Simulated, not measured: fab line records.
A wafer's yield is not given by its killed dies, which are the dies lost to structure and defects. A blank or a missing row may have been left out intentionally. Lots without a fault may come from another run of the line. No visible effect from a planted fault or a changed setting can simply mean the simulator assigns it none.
Code-filled problem report in 8D (eight disciplines) form / flow nandHarc / the parts of the form that need people (team, actions taken, sign-off) are left out

1. THE ISSUE
A mean of 798 is read at NHARC_P_ZERO_WELL_INSPECT_43 for rawDefectCount, taken on 1 wafer of 1 lot, against 14 (standard deviation 6.1) on wafers free of any fault. So: +99 or more standard deviations from the usual mean.
First observed at day 5 13:38: wafer L795.2, on defectInspect-01. The record holds 36 wafers of 12 lots with a number at this step. Rule for "out", or "out of limits": more than 4 standard deviations from the usual mean. All remaining wafers that have a number are taken as sound.

2. WHAT IT IS, AND WHAT IT ISN'T
question=which readings at this step | is=rawDefectCount | is not=-
question=which lots | is=L795 | is not=L781, L782, L785, L786, L787, L788, L790, L791, L794, L802, L803
question=which wafers of those lots | is=L795.2 | is not=L795.1, L795.5
question=read on which gauges | is=defectInspect-01 | is not=defectInspect-02
question=when | is=from day 5 13:38 | is not=up to then (29 sound wafers); but 6 sound wafers of L802, L803 came after

3. THE SUSPECTS, EACH WITH WHAT RULES IT OUT
Counting: if a tool at a process step up to the reading ran every lot that is out, it stays a suspect. Sound lots after the first of them don't rule it out here, since some wafers of a struck lot are sound.
- the gauge at NHARC_P_ZERO_WELL_INSPECT_43: ruled out. All the wafers that are out were read on defectInspect-01, but those of them that NHARC_END_SORT_01 has rows for are out there too, on other tools.
- rieDiel-12 at NHARC_P_ZERO_WELL_DESCUM_13 (chemistry O2, time 3 s): kept. L795, the lot that is out, went through it at day 5 07:16; up to then, the latest sound lot through it was L788 at day 3 13:16.
- wetBench-04 at NHARC_P_ZERO_WELL_STRIP_15 (strips in SPM, time 900 s): kept. L795, the lot that is out, went through it at day 5 07:42; up to then, the latest sound lot through it was L794 at day 5 01:48.
- Within rieDiel-12 at NHARC_P_ZERO_WELL_DESCUM_13, the wafers that are out were processed in chamber 3 and their sound lot-mates in chamber 2.
Remaining after the count are rieDiel-12 at NHARC_P_ZERO_WELL_DESCUM_13 and wetBench-04 at NHARC_P_ZERO_WELL_STRIP_15.

4. THE CAUSE (what the simulator had put in)
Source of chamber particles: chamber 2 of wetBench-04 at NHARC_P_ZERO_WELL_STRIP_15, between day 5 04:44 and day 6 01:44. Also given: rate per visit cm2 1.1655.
2 suspects survive the count, and this tool is in that group.

5. THE EFFECT CHAIN, in route order
One row per reading whose mean, taken over the struck wafers that have a number, lies over 3 standard deviations from the usual. Only readings for which the record gives a usual standard deviation are gone through. hours: the time from each lot's start at the first step in this table that gives one to its start at this step, as a median over the lots. sigmas: the change in usual standard deviations.
hours=0; step=NHARC_P_ZERO_WELL_INSPECT_43; reading=rawDefectCount; usual=14; on struck wafers=798; change=+784; sigmas=+99 or more
hours=15; step=NHARC_P_STI_INSPECT_11; reading=rawDefectCount; usual=5.8; on struck wafers=787.0; change=+781.2; sigmas=+99 or more
hours=447; step=NHARC_END_SORT_01; reading=killedAtPeriphery; usual=2.7; on struck wafers=97.0; change=+94.3; sigmas=+50
hours=447; step=NHARC_END_SORT_01; reading=killedDies; usual=32; on struck wafers=107; change=+75; sigmas=+6.2

6. WHAT WOULD HAVE CAUGHT IT SOONER
The first out-of-limits reading at a measuring or inspecting step in this record came at day 5 13:38, 9 hours after the fault's start at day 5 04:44.
Each of the lots that are out, 1 in all, had begun NHARC_P_ZERO_WELL_STRIP_15 on wetBench-04 no later than day 5 13:38. Holding the tool at that point would not have protected any of them.
